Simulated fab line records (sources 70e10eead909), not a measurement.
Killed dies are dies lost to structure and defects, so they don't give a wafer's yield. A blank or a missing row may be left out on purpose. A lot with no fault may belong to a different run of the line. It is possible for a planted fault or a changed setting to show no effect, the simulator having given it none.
Tool commonality check	flow nand_harc	11 lots and 33 wafers in the sample

## REASON IT WAS OPENED
On 2 of the 11 lots, a flag is raised at NHARC_A_CHANNEL_HOLE_D2_INSPECT_40 on the reading raw_defect_count. Wafers without a fault read 279, standard deviation 80.
Rule: a lot is flagged when every wafer of it that has a number lies more than 4 standard deviations from that mean, or none has a number. The other lots count as sound.

lot	measured	on	raw_defect_count, wafer by wafer	flag
L457	day 13 15:51	defect_inspect-01	359 234 303	
L458	day 14 03:55	defect_inspect-02	156 176 272	
L461	day 15 11:49	defect_inspect-01	800 833 762	FLAGGED
L463	day 15 21:36	defect_inspect-02	819 1041 908	FLAGGED
L471	day 19 14:19	defect_inspect-02	221 250 274	
L472	day 19 15:53	defect_inspect-02	259 208 329	
L473	day 20 01:29	defect_inspect-01	394 358 245	
L474	day 20 19:14	defect_inspect-01	221 226 313	
L477	day 21 17:12	defect_inspect-02	248 221 246	
L478	day 22 12:51	defect_inspect-01	226 151 141	
L480	day 23 01:45	defect_inspect-01	261 202 203	
The numbers of the flagged lots are 860 on average: +582 against the usual, or +7 standard deviations.

## WHICH TOOL EACH LOT WENT THROUGH
Before the reading, the record contains 3 process steps out of a 1302-step route. Each cell gives the tool, then ch followed by the chambers the sampled wafers passed through, then the start.
lot	flag	NHARC_A_CHANNEL_HOLE_D2_ETCH_23	NHARC_A_CHANNEL_HOLE_D2_ETCH_25	NHARC_A_CHANNEL_HOLE_D2_STRIP_28
L457		har_etch-01 ch 0,1, day 13 11:41	har_etch-01 ch 0,1, day 13 13:11	rie_diel-02 ch 0,2,3, day 13 15:51 or earlier
L458		har_etch-01 ch 0,1, day 13 23:45	har_etch-01 ch 0,1, day 14 01:14	rie_diel-04 ch 0,3, day 14 03:55 or earlier
L461	FLAGGED	har_etch-01 ch 0,1, day 15 07:39	har_etch-01 ch 0,1, day 15 09:08	rie_diel-02 ch 0,1,3, day 15 11:49 or earlier
L463	FLAGGED	har_etch-01 ch 0,1, day 15 17:21	har_etch-01 ch 0,1, day 15 18:49	rie_diel-02 ch 0,1,2, day 15 21:36 or earlier
L471		har_etch-01 ch 0,1, day 19 10:04	har_etch-01 ch 0,1, day 19 11:31	rie_diel-04 ch 2,3, day 19 14:19 or earlier
L472		har_etch-02 ch 0,1, day 19 11:37	har_etch-02 ch 0,1, day 19 13:05	rie_diel-02 ch 0,1,2, day 19 15:53 or earlier
L473		har_etch-01 ch 0,1, day 19 21:26	har_etch-01 ch 0,1, day 19 22:57	rie_diel-02 ch 0,1, day 20 01:29 or earlier
L474		har_etch-01 ch 0,1, day 20 15:05	har_etch-01 ch 0,1, day 20 16:34	rie_diel-02 ch 1,2,3, day 20 19:14 or earlier
L477		har_etch-01 ch 0,1, day 21 12:55	har_etch-01 ch 0,1, day 21 14:22	rie_diel-02 ch 1,3, day 21 17:12 or earlier
L478		har_etch-02 ch 0,1, day 22 08:35	har_etch-02 ch 0,1, day 22 10:02	rie_diel-04 ch 1,3, day 22 12:51 or earlier
L480		har_etch-02 ch 0,1, day 22 21:29	har_etch-02 ch 0,1, day 22 22:57	rie_diel-02 ch 0,2,3, day 23 01:45 or earlier
What the steps here do:
- NHARC_A_CHANNEL_HOLE_D2_ETCH_23: etches the open film in C4F8/O2/Ar, time 819 s, target depth 1600 nm.
- NHARC_A_CHANNEL_HOLE_D2_ETCH_25: etches the open film in C4F8/O2/Ar, time 1040.2 s, target depth 1500 nm.
- NHARC_A_CHANNEL_HOLE_D2_STRIP_28: strips in O2.
- NHARC_A_CHANNEL_HOLE_D2_INSPECT_40

## FLAGGED AGAINST TOTAL, ONE TOOL AT A TIME (gauges that did the reading follow at the end)
step	tool	lots run	flagged	share of the flagged lots	sound lots run after its first flagged lot
NHARC_A_CHANNEL_HOLE_D2_ETCH_23	har_etch-01	8	2	all	4 (L471,L473,L474,L477)
NHARC_A_CHANNEL_HOLE_D2_ETCH_23	har_etch-02	3	0	none	-
NHARC_A_CHANNEL_HOLE_D2_ETCH_25	har_etch-01	8	2	all	4 (L471,L473,L474,L477)
NHARC_A_CHANNEL_HOLE_D2_ETCH_25	har_etch-02	3	0	none	-
NHARC_A_CHANNEL_HOLE_D2_STRIP_28	rie_diel-02	8	2	all	5 (L472,L473,L474,L477,L480)
NHARC_A_CHANNEL_HOLE_D2_STRIP_28	rie_diel-04	3	0	none	-
NHARC_A_CHANNEL_HOLE_D2_INSPECT_40	defect_inspect-01	6	1	some	4 (L473,L474,L478,L480)
NHARC_A_CHANNEL_HOLE_D2_INSPECT_40	defect_inspect-02	5	1	some	3 (L471,L472,L477)
NHARC_A_CHANNEL_HOLE_D2_STRIP_28: start missing for some lots; hours and lot order therefore follow NHARC_A_CHANNEL_HOLE_D2_INSPECT_40.

## WHAT THE TABLE ALLOWS
har_etch-01 at NHARC_A_CHANNEL_HOLE_D2_ETCH_23, har_etch-01 at NHARC_A_CHANNEL_HOLE_D2_ETCH_25 and rie_diel-02 at NHARC_A_CHANNEL_HOLE_D2_STRIP_28: these 3 rows of the table ran every flagged lot.
- har_etch-01 at NHARC_A_CHANNEL_HOLE_D2_ETCH_23 ran 8 lots, 2 of them flagged. After the first flagged lot (L471, L473, L474, L477), sound lots still ran on it; a lasting fault on the whole tool would not permit that.
- har_etch-01 at NHARC_A_CHANNEL_HOLE_D2_ETCH_25 ran 8 lots, 2 of them flagged. After the first flagged lot (L471, L473, L474, L477), sound lots still ran on it; a lasting fault on the whole tool would not permit that.
- rie_diel-02 at NHARC_A_CHANNEL_HOLE_D2_STRIP_28 ran 8 lots, 2 of them flagged. After the first flagged lot (L472, L473, L474, L477, L480), sound lots still ran on it; a lasting fault on the whole tool would not permit that.
There is no row in the table that ran each flagged lot and no sound lot after the first.

## WHAT THE SIMULATOR HAD PUT IN
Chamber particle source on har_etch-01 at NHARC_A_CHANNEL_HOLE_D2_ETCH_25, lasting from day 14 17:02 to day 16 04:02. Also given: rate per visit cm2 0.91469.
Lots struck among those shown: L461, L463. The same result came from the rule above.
